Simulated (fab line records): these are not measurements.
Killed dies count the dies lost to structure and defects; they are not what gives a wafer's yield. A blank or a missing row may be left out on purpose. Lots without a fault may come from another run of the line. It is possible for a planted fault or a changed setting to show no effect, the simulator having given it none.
fab line records	flow nand-harc
record lots=6	wafers=18	last-day=24
route steps=1159 shown P_M1@297 END@1159
lots that met no fault: from a run of the same line without faults
start-h: the number of hours between the record's first day and the start of the first shown wafer of the lot	wait-h: hours elapsed since this lot's preceding step	" unchanged from the row above	L1.1+2: a row that stands for several wafers	- value missing, or start not given	* or withheld: withheld	< > ~ a bound
route shown NAME@n: NAME is a module with steps in the file, n the number in the route of the first one	usual: the fault-free wafers' mean and standard deviation	same: alike in all rows	chamber/n: place in a boat	sites: per-site readings	_std_site: the standard deviation of these	_edge_site: the outer-site mean with the inner-site mean subtracted	radius-mm: for every site, how far away it sits from the centre of the wafer	mask NAME#n: copy n	behind: the most recent tool/chamber to have shaped the wafer	hold: why the lot was held/for how many hours/how that ended	device: the transistor (n, p or np) that didn't switch	end of line: tests of these same wafers at the route's end	a step given without rows: its recipe and nothing more	killed: dies lost to structure and defects at the first sort, not the wafer's yield	map: a wafer's dies, x killed, . not, _ none there
set.NAME: the setting that was run; set.NAME@STEP: the one run at that earlier step	model.NAME: the simulator's own value behind a step, which no gauge read
lots at some steps of the route; a table a step, a row a wafer
services: when a tool's chamber went out of use (start-h, in hours from the record's first day, below 0 if earlier), for how many hours, and the reason
## steps
# step NHARC_P_M1_INSPECT_11
# usual raw-defect-count=4.4/2.7
lot.wafer	tool	chamber	start-h	wait-h	raw-defect-count
L571.1	defect-inspect-02	-	144.74	0.0	13
L571.2	"	-	"	"	9
L571.4	"	-	"	"	8
L574.3	defect-inspect-02	-	152.13	0.0	5
L574.4	"	-	"	"	2
L574.5	"	-	"	"	3
L582.2	defect-inspect-02	-	200.77	0.0	8
L582.3	"	-	"	"	5
L582.4	"	-	"	"	6
L581.2	defect-inspect-01	-	201.16	0.0	2
L581.4	"	-	"	"	3
L581.5	"	-	"	"	3
L589.3	defect-inspect-01	-	243.72	0.0	5
L589.5	"	-	"	"	5
L589.6	"	-	"	"	3
L592.3	defect-inspect-02	-	261.64	0.0	1
L592.5	"	-	"	"	5
L592.6	"	-	"	"	9
# step NHARC_P_M1_DESCUM_14
# recipe time-s=3	o2-flow-sccm=200	ar-flow-sccm=0	bias-power-w=0	chemistry=O2
# step NHARC_P_M1_ETCH_35
# recipe target-depth-a=400	overetch-a=120	time-s=43.94	ion-energy-ev=200	n2-flow-sccm=150	h2-flow-sccm=150	ar-flow-sccm=0	rf-w=400	bias-w=150	chemistry=N2/H2
# usual chamber-pressure-mTorr=30.000/0.028	drypump-motor-current-A=5.5/0.44	oes-product-au=1.003/0.011	rf-vpp-V=430.6/2.3	showerhead-plenum-p-Torr=2.04/0.078	throttle-valve-pct=14.172/0.009
lot.wafer	tool	chamber	start-h	wait-h	chamber-pressure-mTorr	drypump-motor-current-A	oes-product-au	rf-hours-counter-h	rf-vpp-V	showerhead-plenum-p-Torr	throttle-valve-pct
L571.2	rie-diel-09	2	144.90	0.1	29.988	5.9	1.001	1.4	430.6	1.98	14.167
L571.4	"	0	"	"	30.019	5.8	1.008	1.5	428.7	1.99	14.192
L571.1	"	1	"	"	29.997	5.1	1.012	1.4	428.7	1.91	14.164
L574.4	rie-diel-01	0	152.29	0.1	30.047	5.1	0.990	0.2	427.1	1.99	14.162
L574.3	"	1	"	"	29.989	6.5	1.004	0.3	431.8	2.10	14.160
L574.5	"	0	"	"	29.981	5.1	0.996	-	429.7	1.99	14.174
L582.2	rie-diel-09	1	200.91	0.1	29.977	5.1	1.001	2.5	426.9	1.91	14.169
L582.4	"	3	"	"	29.962	4.9	1.006	2.8	427.9	1.94	14.181
L582.3	"	0	"	"	29.985	5.9	1.004	2.8	430.3	1.99	14.172
L581.2	rie-diel-01	1	201.30	0.1	30.038	6.5	1.016	5.1	431.4	2.10	14.176
L581.4	"	3	"	"	29.952	5.2	1.008	5.0	431.4	2.01	14.173
L581.5	"	2	"	"	30.003	5.3	0.998	-	432.9	2.13	14.196
L589.3	rie-diel-13	1	243.89	0.1	30.016	5.9	0.996	9.5	432.2	2.10	14.181
L589.6	"	2	"	"	29.977	5.5	0.967	-	433.2	2.12	14.179
L589.5	"	3	"	"	30.016	5.9	1.005	-	428.7	2.01	14.158
L592.3	rie-diel-13	0	261.79	0.1	29.988	4.9	1.005	9.4	432.8	2.15	14.183
L592.5	"	3	"	"	30.050	5.9	1.017	-	430.6	2.01	14.187
L592.6	"	0	"	"	30.006	4.9	0.994	-	433.9	2.15	14.164
# step NHARC_P_M1_ETCH_15
# recipe target-depth-a=1825	time-s=91.2	c4f8-flow-sccm=withheld	ar-flow-sccm=400	rf-w=600	bias-w=300	chemistry=C4F8/Ar
# step NHARC_P_M1_CD_MEAS_16
# usual cd-nm=129.9/0.85
lot.wafer	tool	chamber	start-h	wait-h	cd-nm
L571.1	cd-sem-01	-	145.11	-	130.7
L571.2	"	-	"	"	129.5
L571.4	"	-	"	"	129.8
L574.3	cd-sem-01	-	152.53	-	130.8
L574.4	"	-	"	"	130.0
L574.5	"	-	"	"	129.6
L582.2	cd-sem-01	-	201.13	-	129.6
L582.3	"	-	"	"	132.3
L582.4	"	-	"	"	129.2
L581.2	cd-sem-01	-	201.53	-	129.6
L581.4	"	-	"	"	131.1
L581.5	"	-	"	"	130.6
L589.3	cd-sem-02	-	244.10	-	130.3
L589.5	"	-	"	"	131.1
L589.6	"	-	"	"	130.1
L592.3	cd-sem-02	-	262.01	-	129.5
L592.5	"	-	"	"	129.5
L592.6	"	-	"	"	130.4
# step NHARC_P_M1_STRIP_18
# recipe power-w=1000	n2-flow-sccm=150	h2-flow-sccm=150	ar-flow-sccm=0	bias-w=0	chemistry=N2/H2
# usual chamber-pressure-mTorr=30.003/0.03	drypump-motor-current-A=5.5/0.43	oes-product-au=1.002/0.011	rf-vpp-V=90.8/0.87	showerhead-plenum-p-Torr=2.05/0.076	throttle-valve-pct=14.171/0.0099
lot.wafer	tool	chamber	start-h	wait-h	chamber-pressure-mTorr	drypump-motor-current-A	oes-product-au	rf-hours-counter-h	rf-vpp-V	showerhead-plenum-p-Torr	throttle-valve-pct
L571.1	rie-diel-13	1	145.19	0.1	30.005	5.8	1.011	2	91.9	2.10	14.180
L571.4	"	2	"	"	30.068	5.5	0.982	2	90.2	2.12	14.155
L571.2	"	0	"	"	29.969	4.9	1.029	0	92.6	2.15	14.164
L574.4	rie-diel-01	0	152.61	0.1	30.047	5.1	0.983	0	90.2	1.99	14.168
L574.3	"	3	"	"	30.001	5.2	0.996	0	91.2	2.01	14.175
L574.5	"	1	"	"	30.000	6.5	0.991	-	91.0	2.10	14.172
L582.4	rie-diel-13	3	201.21	0.1	29.995	5.8	1.007	5	90.4	2.01	14.188
L582.3	"	0	"	"	30.046	4.9	1.015	5	91.2	2.15	14.184
L582.2	"	2	"	"	30.035	5.5	0.986	6	91.9	2.12	14.166
L581.2	rie-diel-09	1	201.65	0.1	30.021	5.1	1.008	3	89.3	1.91	14.170
L581.4	"	2	"	"	30.023	5.9	1.002	3	89.6	1.97	14.176
L581.5	"	0	"	"	30.005	5.9	1.008	-	90.4	1.99	14.172
L589.3	rie-diel-13	3	244.16	0.1	30.071	5.9	1.008	7	91.1	2.01	14.152
L589.5	"	3	"	"	30.047	5.9	1.003	-	90.5	2.01	14.160
L589.6	"	0	"	"	30.012	4.9	0.999	-	90.8	2.15	14.178
L592.3	rie-diel-13	3	262.08	0.1	29.983	5.9	0.999	9	91.4	2.01	14.174
L592.6	"	3	"	"	29.999	5.9	1.012	-	91.6	2.01	14.176
L592.5	"	0	"	"	30.046	4.9	1.000	-	92.3	2.15	14.174
# step NHARC_P_M1_ETCH_28
# recipe target-depth-a=300	over-etch-frac=0.3	time-s=72.99	ion-energy-ev=150	cf4-flow-sccm=50	n2-flow-sccm=100	ar-flow-sccm=150	rf-w=300	bias-w=100	chemistry=CF4/N2
# usual chamber-pressure-mTorr=30.001/0.028	drypump-motor-current-A=5.5/0.41	oes-product-au=1.002/0.011	rf-vpp-V=314.3/1.8	showerhead-plenum-p-Torr=2.63/0.091	throttle-valve-pct=19.794/0.0096
# same over-etch-frac=0.3
lot.wafer	tool	chamber	start-h	wait-h	chamber-pressure-mTorr	drypump-motor-current-A	oes-product-au	rf-hours-counter-h	rf-vpp-V	showerhead-plenum-p-Torr	throttle-valve-pct
L571.4	rie-diel-13	0	-	-	30.009	4.9	1.013	0	316.7	2.76	19.790
L571.1	"	2	"	"	29.983	5.5	0.988	2	316.9	2.73	19.800
L571.2	"	3	"	"	29.973	5.9	1.011	2	313.0	2.59	19.810
L574.3	rie-diel-01	2	-	-	30.004	5.3	1.005	0	315.0	2.73	19.806
L574.4	"	0	"	"	30.024	5.1	0.991	0	312.3	2.56	19.781
L574.5	"	2	"	"	29.925	5.3	1.000	-	317.0	2.73	19.819
L582.4	rie-diel-13	2	-	-	30.019	5.5	0.977	6	315.6	2.72	19.802
L582.3	"	0	"	"	30.019	4.9	1.013	5	316.7	2.76	19.790
L582.2	"	1	"	"	30.013	5.8	0.988	6	315.2	2.69	19.795
L581.2	rie-diel-09	1	-	-	30.034	5.1	1.001	3	312.3	2.47	19.811
L581.4	"	3	"	"	29.996	4.9	1.009	3	312.2	2.50	19.795
L581.5	"	0	"	"	30.005	5.9	1.000	-	312.3	2.57	19.796
L589.3	rie-diel-13	3	-	-	30.000	5.9	1.017	7	313.6	2.59	19.805
L589.6	"	0	"	"	30.007	4.9	1.000	-	315.9	2.75	19.810
L589.5	"	1	"	"	29.972	5.8	0.999	-	316.6	2.69	19.778
L592.3	rie-diel-13	2	-	-	29.957	5.4	0.984	11	314.6	2.72	19.793
L592.5	"	3	"	"	29.944	5.9	1.007	-	312.2	2.59	19.792
L592.6	"	0	"	"	29.974	4.9	1.013	-	316.7	2.75	19.801
# step NHARC_P_M1_STRIP_19
# recipe time-s=600	temp-c=30	chemistry=post-etch-residue-remover
# step NHARC_P_M1_DEGAS_29
# recipe temp-c=250	time-s=60
# step NHARC_P_M1_PRE_CLEAN_30
# recipe time-s=30	temp-c=280	gas=H2/He
# step NHARC_P_M1_PVD_20
# recipe target-thk-a=50	bias-v=168.6	power-w=15000	chamber-pressure-pa=0.12	time-s=8.06	substrate-temp-c=50	material=TaN
# usual throttle-valve-pct=30.2/0.98
lot.wafer	tool	chamber	start-h	wait-h	throttle-valve-pct
L571.4	pvd-sputter-03	-	-	-	30.5
L571.1	"	-	"	"	30.0
L571.2	"	-	"	"	28.9
L574.4	pvd-sputter-01	-	-	-	29.4
L574.3	"	-	"	"	31.1
L574.5	"	-	"	"	29.1
L582.4	pvd-sputter-01	-	-	-	29.7
L582.2	"	-	"	"	32.4
L582.3	"	-	"	"	29.9
L581.2	pvd-sputter-03	-	-	-	28.6
L581.4	"	-	"	"	29.8
L581.5	"	-	"	"	29.1
L589.3	pvd-sputter-03	-	-	-	28.7
L589.5	"	-	"	"	30.3
L589.6	"	-	"	"	29.9
L592.3	pvd-sputter-01	-	-	-	32.4
L592.6	"	-	"	"	30.1
L592.5	"	-	"	"	32.4
# step NHARC_P_M1_PVD_21
# recipe target-thk-a=300	chamber-pressure-pa=5	power-w=5000	substrate-temp-c=30	time-s=20.49	material=Cu
# usual throttle-valve-pct=30.2/1
lot.wafer	tool	chamber	start-h	wait-h	throttle-valve-pct
L571.1	pvd-sputter-03	-	-	-	30.4
L571.2	"	-	"	"	30.1
L571.4	"	-	"	"	28.7
L574.3	pvd-sputter-01	-	-	-	32.1
L574.4	"	-	"	"	29.6
L574.5	"	-	"	"	30.6
L582.3	pvd-sputter-01	-	-	-	32.4
L582.4	"	-	"	"	30.1
L582.2	"	-	"	"	29.8
L581.2	pvd-sputter-03	-	-	-	29.7
L581.4	"	-	"	"	28.7
L581.5	"	-	"	"	29.9
L589.3	pvd-sputter-03	-	-	-	29.0
L589.6	"	-	"	"	30.0
L589.5	"	-	"	"	28.8
L592.3	pvd-sputter-01	-	-	-	32.4
L592.6	"	-	"	"	32.4
L592.5	"	-	"	"	29.8
# step NHARC_P_M1_ECD_22
# recipe target-thk-a=4000	bath-temp-c=25	material=Cu
# usual bath-heat-duty-pct=6.0/0.65	bath-temp-c=25.01/0.11
lot.wafer	tool	chamber	start-h	wait-h	bath-heat-duty-pct	bath-temp-c
L571.1	ecd-cu-01	1	146.21	-	5.8	24.97
L571.2	"	0	"	"	6.4	25.09
L571.4	"	0	"	"	5.2	24.97
L574.3	ecd-cu-01	1	153.72	-	7.5	25.09
L574.4	"	0	"	"	5.6	24.90
L574.5	"	0	"	"	6.0	25.00
L582.2	ecd-cu-02	0	202.21	-	-	-
L582.3	"	0	"	"	-	-
L582.4	"	1	"	"	-	-
L581.2	ecd-cu-01	1	202.65	-	-	-
L581.4	"	0	"	"	-	-
L581.5	"	0	"	"	-	-
L589.3	ecd-cu-01	0	245.28	-	6.1	24.96
L589.6	"	0	"	"	6.2	24.97
L589.5	"	1	"	"	6.1	25.07
L592.3	ecd-cu-01	1	263.23	-	5.8	25.01
L592.5	"	0	"	"	5.2	24.88
L592.6	"	1	"	"	5.9	24.85
# step NHARC_P_M1_ANNEAL_31
# recipe temp-c=225	time-s=90
# step NHARC_P_M1_CMP_23
# recipe t-overpolish-s=20	target-thk-nm=157.82
# usual edge-zone-pressure-frac=1.000/0.0052	motor-current-A=12.5/1.2	time-to-endpoint-s=28.6/2.9
lot.wafer	tool	chamber	start-h	wait-h	edge-zone-pressure-frac	motor-current-A	time-to-endpoint-s
L571.1	cmp-01	0	146.96	-	1.003	13.0	24.3
L571.4	"	1	"	"	1.007	11.9	24.3
L571.2	"	2	"	"	1.002	11.9	23.8
L574.3	cmp-02	1	154.37	-	0.995	10.8	27.5
L574.4	"	3	"	"	0.998	11.2	31.8
L574.5	"	1	"	"	0.995	10.5	25.9
L582.3	cmp-02	0	202.94	-	0.995	13.6	4.6
L582.2	"	1	"	"	0.998	10.6	3.5
L582.4	"	3	"	"	1.000	12.8	5.6
L581.4	cmp-01	2	203.32	-	1.001	12.2	1.2
L581.2	"	1	"	"	1.005	11.8	0.0
L581.5	"	2	"	"	1.003	11.9	1.1
L589.3	cmp-04	3	245.92	-	0.999	14.0	32.6
L589.6	"	2	"	"	0.998	12.6	29.7
L589.5	"	3	"	"	1.002	13.1	29.9
L592.3	cmp-04	3	263.88	-	0.998	13.8	34.1
L592.5	"	0	"	"	1.003	11.5	31.0
L592.6	"	1	"	"	0.997	14.2	32.6
# step NHARC_P_M1_THK_MEAS_24
# recipe thk-meas-gauge=xrf
# usual thk-nm=157.8/1.7
lot.wafer	tool	chamber	start-h	wait-h	thk-nm
L571.1	film-metro-02	-	147.28	-	155.7
L571.2	"	-	"	"	158.3
L571.4	"	-	"	"	158.1
L574.3	film-metro-02	-	154.66	-	153.7
L574.4	"	-	"	"	156.6
L574.5	"	-	"	"	154.3
L582.2	film-metro-02	-	203.25	-	27.7
L582.3	"	-	"	"	28.1
L582.4	"	-	"	"	30.1
L581.2	film-metro-02	-	203.63	-	28.6
L581.4	"	-	"	"	32.0
L581.5	"	-	"	"	29.5
L589.3	film-metro-02	-	246.22	-	159.9
L589.5	"	-	"	"	158.3
L589.6	"	-	"	"	158.1
L592.3	film-metro-01	-	264.12	-	160.4
L592.5	"	-	"	"	155.9
L592.6	"	-	"	"	159.1
# step NHARC_P_M1_SRD_25
# step NHARC_END_SORT_01
# recipe temp-c=25
# usual defect-limited-yield=95.4/1.5	killed-at-array=28/10	killed-at-other=0.5/0.82	killed-at-periphery=3.4/2.2	killed-dies=31/10	killed-open=3.4/1.9	killed-short=1.9/1.3	sort_bin_2_pct=1.5/0.6	sort_bin_3_pct=0.29/0.24	sort_bin_4_pct=2.9/0.97	sort-n-pass=646/10	sort-rim-yield-pct=94.7/3	sort-yield-pct=95.4/1.5
# same gross-dies=677	sort_bin_5_pct[%]=0	sort_bin_6_pct[%]=0	sort_bin_7_pct[%]=0	sort_bin_8_pct[%]=0	sort-rim-n-gross=106.00
lot.wafer	tool	chamber	start-h	wait-h	defect-limited-yield[%]	killed-at-array	killed-at-other	killed-at-periphery	killed-dies	killed-open	killed-short	sort_bin_2_pct[%]	sort_bin_3_pct[%]	sort_bin_4_pct[%]	sort-n-pass	sort-rim-yield-pct[%]	sort-yield-pct[%]
L571.1	prober-02	0	466.29	2.5	94.7	29	0	7	36	4	2	1.9	0.15	3.2	641	95.3	94.7
L571.2	prober-02	0	467.08	2.8	96.6	17	1	5	23	3	0	0.9	0	2.5	654	94.3	96.6
L571.4	prober-02	0	468.66	3.4	96.8	14	0	8	22	3	1	0.7	0.15	2.4	655	95.3	96.8
L574.3	prober-01	0	482.10	3.1	95.9	22	0	6	28	6	2	1.3	0.15	2.7	649	93.4	95.9
L574.4	prober-01	0	482.88	3.3	96.8	20	0	2	22	2	1	1.2	0.15	1.9	655	98.1	96.8
L574.5	prober-01	0	483.65	3.6	96.9	19	0	2	21	4	3	0.6	0.59	1.9	656	92.5	96.9
L582.2	prober-01	0	516.21	2.8	0	32	0	645	677	1	3	95.7	0.89	3.4	0	0	0
L582.3	prober-01	0	517.02	3.1	0	27	0	650	677	5	5	96.9	0	3.1	0	0	0
L582.4	prober-01	0	517.82	3.4	0	32	0	645	677	4	2	96.0	0.30	3.7	0	0	0
L581.2	prober-02	0	556.02	2.8	0	39	0	638	677	6	2	95.6	0.74	3.7	0	0	0
L581.4	prober-02	0	557.59	3.4	0	26	0	651	677	7	2	96.5	0.74	2.8	0	0	0
L581.5	prober-02	0	558.37	3.6	0	25	0	652	677	4	1	97.8	0.30	1.9	0	0	0
L589.3	prober-01	0	570.75	3.1	92.6	48	0	2	50	2	0	1.8	1.03	4.6	627	94.3	92.6
L589.5	prober-01	0	572.35	3.7	92.2	52	0	1	53	2	2	3.2	0.30	4.3	624	86.8	92.2
L589.6	prober-01	0	573.16	4.0	93.1	46	0	1	47	2	1	1.5	0.59	4.9	630	91.5	93.1
L592.3	prober-01	0	578.58	3.1	96.6	23	0	0	23	3	2	1.5	0.44	1.5	654	93.4	96.6
L592.5	prober-01	0	580.19	3.7	95.1	30	0	3	33	2	3	1.6	0.30	3.0	644	93.4	95.1
L592.6	prober-01	0	580.99	4.0	91.9	50	0	5	55	4	3	2.8	0.74	4.6	622	93.4	91.9
# killed by level:class
L571.1 A_CHANNEL_HOLE_D1:chamber-film-flake=15 A_STAIRCASE:chamber-film-flake=4 A_CONTACT:geometric-particle:open=3 P_ZERO_WELL:chamber-film-flake=3 P_STI:chamber-film-flake=2 A_CHANNEL_FILL_D1:chamber-film-flake=2 P_CONTACT:geometric-particle:short=1 A_SOURCE_PLATE:geometric-particle:short=1
L571.2 A_CHANNEL_HOLE_D1:chamber-film-flake=10 A_CHANNEL_FILL_D1:chamber-film-flake=4 P_ZERO_WELL:chamber-film-flake=3 P_M0:geometric-particle:open=1 A_ONON_D1:geometric-particle:open=1 A_CHANNEL_HOLE_D1:geometric-particle:open=1 P_STI:chamber-film-flake=1 A_CONTACT:chamber-film-flake=1
L571.4 P_STI:chamber-film-flake=5 A_CHANNEL_HOLE_D1:chamber-film-flake=4 A_CONTACT:chamber-film-flake=4 A_STAIRCASE:chamber-film-flake=3 P_M0:geometric-particle:open=1 A_CHANNEL_FILL_D1:geometric-particle:open=1 A_WL_FILL:geometric-particle:short=1 A_BLC:geometric-particle:open=1
L574.3 A_SLIT:chamber-film-flake=7 A_CONTACT:chamber-film-flake=5 P_CONTACT:geometric-particle:open=3 A_CHANNEL_HOLE_D1:chamber-film-flake=3 A_M1:chamber-film-flake=2 P_GATE:geometric-particle:short=1 A_ONON_D1:geometric-particle:open=1 A_ONON_D1:geometric-particle:short=1
L574.4 A_SLIT:chamber-film-flake=9 A_CONTACT:chamber-film-flake=4 A_CHANNEL_HOLE_D1:chamber-film-flake=2 A_STAIRCASE:chamber-film-flake=2 P_CONTACT:geometric-particle:open=1 A_M0:geometric-particle:short=1 A_M0:geometric-particle:open=1 P_ZERO_WELL:chamber-film-flake=1
L574.5 A_SLIT:chamber-film-flake=6 A_CONTACT:chamber-film-flake=6 A_CONTACT:geometric-particle:open=2 P_CONTACT:geometric-particle:open=1 P_BONDPAD:geometric-particle:short=1 A_ONON_D1:geometric-particle:open=1 A_ONON_D1:geometric-particle:short=1 A_CHANNEL_HOLE_D1:geometric-particle:short=1
L582.2 P_M1:area-ecd=639 A_SLIT:chamber-film-flake=17 A_CONTACT:chamber-film-flake=5 A_CHANNEL_HOLE_D1:chamber-film-flake=4 A_STAIRCASE:chamber-film-flake=4 P_STI:chamber-film-flake=2 P_CONTACT:chamber-film-flake=2 P_GATE:geometric-particle:short=1
L582.3 P_M1:area-ecd=643 A_SLIT:chamber-film-flake=10 A_CHANNEL_HOLE_D1:chamber-film-flake=4 A_CONTACT:chamber-film-flake=4 A_STAIRCASE:chamber-film-flake=3 P_STI:chamber-film-flake=2 P_STI:geometric-particle:short=1 P_M0:geometric-particle:open=1
L582.4 P_M1:area-ecd=639 A_SLIT:chamber-film-flake=14 A_CONTACT:chamber-film-flake=7 A_CHANNEL_HOLE_D1:chamber-film-flake=4 P_CONTACT:chamber-film-flake=3 A_STAIRCASE:chamber-film-flake=3 P_STI:geometric-particle:open=1 P_M0:geometric-particle:open=1
L581.2 P_M1:area-ecd=636 A_CHANNEL_HOLE_D1:chamber-film-flake=20 A_STAIRCASE:chamber-film-flake=5 A_BLC:chamber-film-flake=4 A_CONTACT:chamber-film-flake=3 A_CONTACT:geometric-particle:open=2 A_M0:geometric-particle:open=2 P_M2:geometric-particle:open=1
L581.4 P_M1:area-ecd=646 A_CHANNEL_HOLE_D1:chamber-film-flake=13 P_M0:geometric-particle:open=2 A_CONTACT:geometric-particle:open=2 A_STAIRCASE:chamber-film-flake=2 A_CONTACT:chamber-film-flake=2 A_BLC:chamber-film-flake=2 P_CONTACT:geometric-particle:open=1
L581.5 P_M1:area-ecd=648 A_CHANNEL_HOLE_D1:chamber-film-flake=18 P_M0:geometric-particle:open=2 A_CONTACT:chamber-film-flake=2 P_GATE:geometric-particle:open=1 A_CONTACT:geometric-particle:open=1 A_CONTACT:geometric-particle:short=1 P_STI:chamber-film-flake=1
L589.3 A_CHANNEL_HOLE_D1:chamber-film-flake=24 A_CONTACT:chamber-film-flake=11 A_STAIRCASE:chamber-film-flake=5 A_SLIT:chamber-film-flake=3 A_M0:chamber-film-flake=2 A_CHANNEL_HOLE_D1:geometric-particle:open=1 A_SGD_CUT:geometric-particle:open=1 P_STI:chamber-film-flake=1
L589.5 A_CHANNEL_HOLE_D1:chamber-film-flake=23 A_STAIRCASE:chamber-film-flake=9 A_CONTACT:chamber-film-flake=8 A_M0:chamber-film-flake=4 A_WL_FILL:chamber-film-flake=3 A_ONON_D1:geometric-particle:short=1 A_ONON_D1:geometric-particle:open=1 A_CHANNEL_FILL_D1:geometric-particle:short=1
L589.6 A_CHANNEL_HOLE_D1:chamber-film-flake=20 A_STAIRCASE:chamber-film-flake=13 A_CONTACT:chamber-film-flake=7 A_CONTACT:geometric-particle:open=2 A_M0:chamber-film-flake=2 A_ONON_D1:geometric-particle:short=1 P_STI:chamber-film-flake=1 A_WL_FILL:chamber-film-flake=1
L592.3 A_SLIT:chamber-film-flake=8 A_CHANNEL_HOLE_D1:chamber-film-flake=6 A_CONTACT:geometric-particle:open=2 A_CONTACT:chamber-film-flake=2 A_SGD_CUT:geometric-particle:short=1 A_M0:geometric-particle:short=1 A_M0:geometric-particle:open=1 A_STAIRCASE:chamber-film-flake=1
L592.5 A_SLIT:chamber-film-flake=11 A_CHANNEL_HOLE_D1:chamber-film-flake=10 A_CONTACT:chamber-film-flake=5 P_GATE:geometric-particle:open=1 P_M0:geometric-particle:short=1 A_SOURCE_PLATE:geometric-particle:short=1 A_CHANNEL_FILL_D1:geometric-particle:open=1 A_BLC:geometric-particle:short=1
L592.6 A_SLIT:chamber-film-flake=20 A_CONTACT:chamber-film-flake=12 A_CHANNEL_HOLE_D1:chamber-film-flake=8 P_GATE:chamber-film-flake=3 A_WL_FILL:chamber-film-flake=3 A_STAIRCASE:chamber-film-flake=2 P_GATE:geometric-particle:open=1 P_M1:geometric-particle:open=1
# map L581.2 (x killed, . not)
____________x____________
_________xxxxxxx_________
_______xxxxxxxxxxx_______
______xxxxxxxxxxxxx______
_____xxxxxxxxxxxxxxx_____
____xxxxxxxxxxxxxxxxx____
____xxxxxxxxxxxxxxxxx____
___xxxxxxxxxxxxxxxxxxx___
___xxxxxxxxxxxxxxxxxxx___
__xxxxxxxxxxxxxxxxxxxxx__
__xxxxxxxxxxxxxxxxxxxxx__
_xxxxxxxxxxxxxxxxxxxxxxx_
_xxxxxxxxxxxxxxxxxxxxxxx_
_xxxxxxxxxxxxxxxxxxxxxxx_
_xxxxxxxxxxxxxxxxxxxxxxx_
_xxxxxxxxxxxxxxxxxxxxxxx_
xxxxxxxxxxxxxxxxxxxxxxxxx
xxxxxxxxxxxxxxxxxxxxxxxxx
xxxxxxxxxxxxxxxxxxxxxxxxx
xxxxxxxxxxxxxxxxxxxxxxxxx
xxxxxxxxxxxxxxxxxxxxxxxxx
_xxxxxxxxxxxxxxxxxxxxxxx_
_xxxxxxxxxxxxxxxxxxxxxxx_
_xxxxxxxxxxxxxxxxxxxxxxx_
_xxxxxxxxxxxxxxxxxxxxxxx_
_xxxxxxxxxxxxxxxxxxxxxxx_
__xxxxxxxxxxxxxxxxxxxxx__
__xxxxxxxxxxxxxxxxxxxxx__
___xxxxxxxxxxxxxxxxxxx___
___xxxxxxxxxxxxxxxxxxx___
____xxxxxxxxxxxxxxxxx____
____xxxxxxxxxxxxxxxxx____
_____xxxxxxxxxxxxxxx_____
______xxxxxxxxxxxxx______
_______xxxxxxxxxxx_______
_________xxxxxxx_________
____________x____________
# map L582.2 (x killed, . not)
____________x____________
_________xxxxxxx_________
_______xxxxxxxxxxx_______
______xxxxxxxxxxxxx______
_____xxxxxxxxxxxxxxx_____
____xxxxxxxxxxxxxxxxx____
____xxxxxxxxxxxxxxxxx____
___xxxxxxxxxxxxxxxxxxx___
___xxxxxxxxxxxxxxxxxxx___
__xxxxxxxxxxxxxxxxxxxxx__
__xxxxxxxxxxxxxxxxxxxxx__
_xxxxxxxxxxxxxxxxxxxxxxx_
_xxxxxxxxxxxxxxxxxxxxxxx_
_xxxxxxxxxxxxxxxxxxxxxxx_
_xxxxxxxxxxxxxxxxxxxxxxx_
_xxxxxxxxxxxxxxxxxxxxxxx_
xxxxxxxxxxxxxxxxxxxxxxxxx
xxxxxxxxxxxxxxxxxxxxxxxxx
xxxxxxxxxxxxxxxxxxxxxxxxx
xxxxxxxxxxxxxxxxxxxxxxxxx
xxxxxxxxxxxxxxxxxxxxxxxxx
_xxxxxxxxxxxxxxxxxxxxxxx_
_xxxxxxxxxxxxxxxxxxxxxxx_
_xxxxxxxxxxxxxxxxxxxxxxx_
_xxxxxxxxxxxxxxxxxxxxxxx_
_xxxxxxxxxxxxxxxxxxxxxxx_
__xxxxxxxxxxxxxxxxxxxxx__
__xxxxxxxxxxxxxxxxxxxxx__
___xxxxxxxxxxxxxxxxxxx___
___xxxxxxxxxxxxxxxxxxx___
____xxxxxxxxxxxxxxxxx____
____xxxxxxxxxxxxxxxxx____
_____xxxxxxxxxxxxxxx_____
______xxxxxxxxxxxxx______
_______xxxxxxxxxxx_______
_________xxxxxxx_________
____________x____________
## services
tool	chamber	start-h	hours	kind
cmp-02	-	124.01	1.4	repair
cmp-01	-	129.60	12.6	repair
rie-diel-13	0	132.50	-	clean
rie-diel-13	1	132.50	-	clean
cmp-02	-	134.73	4.0	pm
rie-diel-01	-	137.92	9.0	pm
ecd-cu-02	-	153.60	1.5	repair
pvd-sputter-01	-	158.10	10.0	pm
rie-diel-13	3	159.07	8.3	repair
rie-diel-09	1	167.76	5.6	repair
cmp-04	-	169.63	0.7	repair
ecd-cu-02	-	180.00	8.0	pm
cmp-01	-	183.30	4.0	pm
cmp-01	-	199.74	0.4	repair
rie-diel-09	2	202.23	1.7	repair
cmp-04	-	203.00	4.0	pm
ecd-cu-01	-	215.05	0.5	repair
rie-diel-13	3	218.81	6.7	repair
cmp-02	-	227.41	0.3	repair
cmp-02	-	232.73	4.0	pm
rie-diel-09	2	238.22	16.3	repair
cmp-02	-	241.12	0.6	repair
rie-diel-01	1	242.32	12.9	repair
rie-diel-09	-	254.57	9.0	pm
## key
first-sign step=NHARC_P_M1_ECD_22	reading=tool-record	direction=missing
effect step=NHARC_P_M1_CMP_23	reading=time-to-endpoint-s	direction=down	sigmas=9	usual=*	struck=*
effect step=NHARC_P_M1_THK_MEAS_24	reading=thk-nm	direction=down	sigmas=76	usual=157.8	struck=29.3
effect step=NHARC_END_SORT_01	reading=killed-at-periphery	direction=up	sigmas=99+	usual=3.4	struck=646.8
more-kills-born-at NHARC_P_M1_ECD_22@ecd-cu-01=1930	NHARC_P_M1_ECD_22@ecd-cu-02=1921
met-at NHARC_P_M1_ECD_22
struck-wafers L581.2,L581.4,L581.5,L582.2,L582.3,L582.4
later-rows-left-out L581.2,L581.4,L581.5,L582.2,L582.3,L582.4
onset-between 153.72 202.21
fault kind=skipped-step-whole	tool=ecd-cu-01,ecd-cu-02	chamber=-	onset-h=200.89	steps=NHARC_P_M1_ECD_22	scope=struck-lots-only
# later-rows-left-out: the simulator's readings of these wafers behind a module that went badly wrong aren't trusted and aren't shown, but for the sort
